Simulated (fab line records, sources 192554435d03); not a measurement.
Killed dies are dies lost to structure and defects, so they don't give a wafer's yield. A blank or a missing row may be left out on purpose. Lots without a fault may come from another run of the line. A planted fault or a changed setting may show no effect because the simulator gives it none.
Which tool did it? | flow n5_finfet | 6 lots, 18 wafers sampled, at 3 steps of a route of 1938

WHAT THE GAUGES READ, wafer by wafer
N5_PASSIVATION_CD_MEAS_30: target cd 4000 nm.
lot  | measured     | on        | cd_nm (nm)
L788 | day 12 08:08 | cd_sem-02 | 3995.9 3999.1 3998.1
L790 | day 14 03:04 | cd_sem-01 | 4000.4 4001.9 3998.1
L792 | day 13 19:22 | cd_sem-02 | 3998.2 3999.7 3995.7
L798 | day 15 10:25 | cd_sem-02 | 4004.0 4001.5 4002.0
L808 | day 17 14:25 | cd_sem-02 | 3998.4 3999.4 3999.4
L809 | day 18 06:47 | cd_sem-02 | 3995.8 3997.2 3997.2

WHICH TOOL RAN EACH LOT (tool, then ch and the chambers of the sampled wafers, then the start)
lot  | N5_GATE_CUT_CUT_ETCH_54           | N5_PASSIVATION_DEGAS_18
L788 | rie_metal-01 ch 0,1, day 4 21:44  | pvd_sputter-02, day 12 07:29
L790 | rie_metal-03 ch 0,1, day 5 19:20  | pvd_sputter-03, day 14 02:25
L792 | rie_metal-01 ch 0,1, day 5 22:32  | pvd_sputter-03, day 13 18:43
L798 | rie_metal-02 ch 0,1, day 7 09:04  | pvd_sputter-03, day 15 09:46
L808 | rie_metal-01 ch 0,1, day 9 19:32  | pvd_sputter-03, day 17 13:46
L809 | rie_metal-01 ch 0,1, day 10 06:34 | pvd_sputter-03, day 18 06:08
- N5_GATE_CUT_CUT_ETCH_54: etches TiN in Cl2/BCl3, target depth 96.7 nm.
- N5_PASSIVATION_DEGAS_18: time 60 s.

THE ANSWER, worked out from the rows above alone
Rule: what is usual is taken from the lots themselves. Put in order of their means at a reading, lots are off if they are a third of the lots or fewer, leave a main group of 4 or more, and stand apart from it by a gap of 3 or more times the standard deviation of the main group's means; of several such gaps the widest counts. A main group whose means are all the same, to the digits that the tables above print for the reading, isn't used. A lot without any number at a reading at which 4 lots or more have one is off too. The other lots that the step has rows for count as sound.
No lot is off at any reading shown: from this, nothing can be told.

WHAT THE SIMULATOR HAD PUT IN
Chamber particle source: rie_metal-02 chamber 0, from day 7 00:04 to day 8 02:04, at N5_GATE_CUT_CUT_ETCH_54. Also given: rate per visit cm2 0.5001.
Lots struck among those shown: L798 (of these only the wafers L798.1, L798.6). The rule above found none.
